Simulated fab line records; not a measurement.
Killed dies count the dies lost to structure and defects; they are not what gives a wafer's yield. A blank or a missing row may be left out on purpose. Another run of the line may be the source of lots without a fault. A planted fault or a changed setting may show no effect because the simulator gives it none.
Matching of chambers / flow n5 finfet / N5_BEOL_M5_STRIP_36 on rie diel-04 has 4 sister chambers
The step strips in N2/H2. 4 wafers are shown with their chamber, then 9 later ones without.

== WAFERS, EACH WITH ITS CHAMBER ==
wafer=L081.5; chamber=3; showerhead plenum p Torr (Torr)=2.33
wafer=L085.1; chamber=2; showerhead plenum p Torr (Torr)=2.60
wafer=L085.2; chamber=1; showerhead plenum p Torr (Torr)=2.60
wafer=L085.3; chamber=0; showerhead plenum p Torr (Torr)=2.40

== WAFERS WITHOUT THEIR CHAMBER ==
wafer=L087.2; showerhead plenum p Torr (Torr)=2.33
wafer=L087.3; showerhead plenum p Torr (Torr)=2.59
wafer=L087.4; showerhead plenum p Torr (Torr)=2.33
wafer=L088.3; showerhead plenum p Torr (Torr)=2.33
wafer=L088.4; showerhead plenum p Torr (Torr)=2.59
wafer=L088.5; showerhead plenum p Torr (Torr)=2.59
wafer=L094.2; showerhead plenum p Torr (Torr)=2.59
wafer=L094.3; showerhead plenum p Torr (Torr)=2.59
wafer=L094.5; showerhead plenum p Torr (Torr)=2.40

== CHAMBER TAKEN BY EACH ==
wafer=L087.2; from the rows above=3; in truth=3
wafer=L087.3; from the rows above=can't be placed: 1 or 2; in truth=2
wafer=L087.4; from the rows above=3; in truth=3
wafer=L088.3; from the rows above=3; in truth=3
wafer=L088.4; from the rows above=can't be placed: 1 or 2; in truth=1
wafer=L088.5; from the rows above=can't be placed: 1 or 2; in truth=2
wafer=L094.2; from the rows above=can't be placed: 1 or 2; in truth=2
wafer=L094.3; from the rows above=can't be placed: 1 or 2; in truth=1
wafer=L094.5; from the rows above=0; in truth=0
Correctly placed: 4 of 9. Can't be placed from these rows: 5 (the true chamber is among the candidates in 5). Number placed wrongly: 0.
How it was worked out, from the rows above alone: a wafer's distance from a chamber is the root of the sum, over the readings, of the square of ((its reading less the chamber's mean) divided by the reading's scatter). The wafer belongs to the nearest chamber; if the next one is less than 2 further off, it can't be placed. Each chamber's mean is taken over the wafers shown for it. The scatter: with one shown wafer a chamber, the root of the mean of the squares of how far each hidden wafer lies from its nearest shown one.
